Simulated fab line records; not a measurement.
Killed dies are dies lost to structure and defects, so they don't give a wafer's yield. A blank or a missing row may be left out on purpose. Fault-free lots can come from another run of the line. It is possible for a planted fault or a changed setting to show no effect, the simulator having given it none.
Which tool was responsible?    flow n5-finfet    11 lots, 32 wafers sampled, at 1 step of a route of 1938

WHAT EACH GAUGE READ, for each wafer
N5_BEOL_M12_INSPECT_30: inspects for defects (macro).
lot   measured      on                 raw-defect-count
L233  day 10 17:30  defect-inspect-01  3 2 3
L234  day 11 11:04  defect-inspect-02  4 4 3
L237  day 12 06:12  defect-inspect-01  3 2 1
L238  day 12 18:10  defect-inspect-02  0 2 3
L240  day 13 02:07  defect-inspect-01  3 4 4
L243  day 13 02:31  defect-inspect-01  3 0 1
L241  day 13 09:52  defect-inspect-01  1 1 1
L242  day 13 10:52  defect-inspect-01  2 1 1
L246  day 14 08:22  defect-inspect-01  0 4
L253  day 16 02:22  defect-inspect-02  1 0 3
L252  day 16 03:12  defect-inspect-02  3 0 2

WHAT TOOL EACH LOT RAN ON (gives the tool, then ch and the chambers of the sampled wafers, and finally the start)
No process step before these readings appears in the record.

WHAT THE TOOLS THEMSELVES READ (means of the sampled wafers that have a number; where no wafer has one, the mark that the record gives instead)
The record holds no such reading with a usual standard deviation.

THE ANSWER, worked out from the rows above alone
Rule: the lots themselves supply what counts as usual. The widest of any qualifying gaps counts: lots, ordered by their means at a reading, are off when they make up no more than a third of the lots, leave a main group of 4 or more, and stand apart from it by 3 or more times the standard deviation of that group's means. A main group whose means are all the same, to the digits that the tables above print for the reading, isn't used. Also off: a lot with no number at a reading for which 4 or more lots have one. All remaining lots with rows at the step are treated as sound. After the gauges, taken in route order, come the tools' own readings; for these a lot's mean is taken, as printed above. At the first step where some lot is off, the reading lying furthest off is the one used; lots without a number count as furthest.
None of the lots is off at any reading shown; this tells nothing.

WHAT THE SIMULATOR HAD PUT IN
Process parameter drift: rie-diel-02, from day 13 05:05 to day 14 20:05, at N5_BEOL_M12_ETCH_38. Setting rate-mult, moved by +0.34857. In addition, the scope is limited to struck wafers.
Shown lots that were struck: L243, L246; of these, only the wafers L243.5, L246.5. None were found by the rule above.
